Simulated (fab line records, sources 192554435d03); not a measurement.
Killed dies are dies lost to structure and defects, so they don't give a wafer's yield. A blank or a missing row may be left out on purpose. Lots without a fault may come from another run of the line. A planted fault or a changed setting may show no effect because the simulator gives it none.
A struck lot beside a sound one | flow n5_finfet | 15 steps out of a route of 1938
Sound: wafers L715.3, L715.4, L715.6. Struck: wafers L731.1, L731.2, L731.4. The cause comes at the end.
At each step with rows: each side's tool, then ch and its chambers, then its first start. Under that, the readings that differ: sound wafers | struck wafers | difference of the means | sigmas: that difference in standard deviations of wafers without a fault.
alike: readings whose means differ by less than 2 such deviations, and words and numbers that are the same on both sides. not compared: withheld readings, readings that some wafer has no value for, bounds like >300 that may hide the same value, and numbers for which the record gives no deviation and whose values overlap.
The two part at a step that has a row with sigmas, a row that says differs or no value, or rows on one side only. Numbers that don't overlap but have no deviation are shown without sigmas and don't part them. A reading that every wafer of one side lacks parts them only if that side has two wafers or more.

N5_MOL_CONTACT_COAG_VIA_ETCH_117: etches SiO2 in C4F6/O2, target depth 40 nm, overetch 8 nm, time 26 s.
  sound on rie_diel-04 ch 0,1,2, day 5 04:37; struck on rie_diel-04 ch 1,2,3, day 9 05:55
  alike: C4F6_flow_sccm, drypump_motor_current_A, oes_product_au, rf_vpp_V, showerhead_plenum_p_Torr, throttle_valve_pct
  not compared: rf_hours_counter_h
N5_MOL_CONTACT_COAG_ETCH_124: etches SiNx in CH3F/O2, stops on SiOC, target depth 6.5 nm.
  sound on rie_diel-04 ch 0,1,2, day 5 04:38; struck on rie_diel-04 ch 1,2,3, day 9 05:57
  alike: CH3F_flow_sccm, drypump_motor_current_A, oes_product_au, rf_vpp_V, showerhead_plenum_p_Torr, throttle_valve_pct
  not compared: rf_hours_counter_h
N5_MOL_CONTACT_COAG_ETCH_48: etches SiOC in C4F6/O2, target depth 15 nm, overetch 4.5 nm, time 17 s.
  sound on rie_diel-04 ch 0,1,2, day 5 04:41; struck on rie_diel-04 ch 1,2,3, day 9 05:59
  alike: C4F6_flow_sccm, drypump_motor_current_A, oes_product_au, rf_vpp_V, showerhead_plenum_p_Torr, throttle_valve_pct
  not compared: rf_hours_counter_h
then, 1 step without rows for these wafers: N5_MOL_CONTACT_COAG_STRIP_72 (strips in N2/H2).
N5_MOL_CONTACT_COAG_STRIP_49: strips in N2/H2, time 30 s.
  sound on plasma_asher-02 ch 0,1, day 5 04:50; struck on plasma_asher-02 ch 0,1, day 9 06:08
  alike: drypump_motor_current_A, heater_power_w
  not compared: rf_hours_counter_h
then, 2 steps without rows for these wafers: N5_MOL_CONTACT_COAG_PRECLEAN_138 (cleans in alkaline clean, time 60 s); N5_MOL_CONTACT_COAG_SRD_139 (time 30 s).
N5_MOL_CONTACT_COAG_CD_MEAS_101: target cd 16 nm.
  sound on cd_sem-01, day 5 04:58; struck on cd_sem-03, day 9 06:16
  alike: cd_nm
then, 1 step without rows for these wafers: N5_MOL_CONTACT_COAG_PRE_CLEAN_121.
N5_MOL_CONTACT_COAG_CVD_140: deposits W, target thk 66.5 nm, time 215 s.
  sound on cvd_w-01 ch 0,1, day 5 05:11; struck on cvd_w-02 ch 0,1, day 9 06:24
  alike: heater_power_w
then, 2 steps without rows for these wafers: N5_MOL_CONTACT_COAG_PRECLEAN_127 (cleans in DIW, time 57.5 s); N5_MOL_CONTACT_COAG_SRD_128 (dry time 32 s).
N5_MOL_CONTACT_COAG_CMP_52: polishes, stops on SiO2, t overpolish 1.5 s, target thk 66.5 nm.
  sound on cmp-01 ch 0,1,3, day 5 05:37; struck on cmp-01 ch 0,1,2, day 9 06:43
  reading          | sound             | struck            | difference | sigmas
  platen_rpm (rpm) | 50.31 50.30 50.29 | 48.22 48.24 48.32 | -2.04      | -60
  alike: motor_current_A, overpolish_run_s, time_to_endpoint_s
N5_MOL_CONTACT_COAG_THK_MEAS_53:
  sound on film_metro-01, day 5 05:52; struck on film_metro-02, day 9 07:01
  alike: VIA_MOL_THK
then, 1 step without rows for these wafers: N5_PASSIVATION_PROBE_49.

WHERE THEY PART
Only at N5_MOL_CONTACT_COAG_CMP_52, within this record. Later steps at which nothing parts them and some readings are alike: N5_MOL_CONTACT_COAG_THK_MEAS_53.

WHY: what the simulator had put in
Process parameter drift: cmp-01, from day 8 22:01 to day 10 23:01, at N5_MOL_CONTACT_COAG_CMP_52. Setting platen_rpm, moved by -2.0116, from 50.289. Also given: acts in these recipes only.
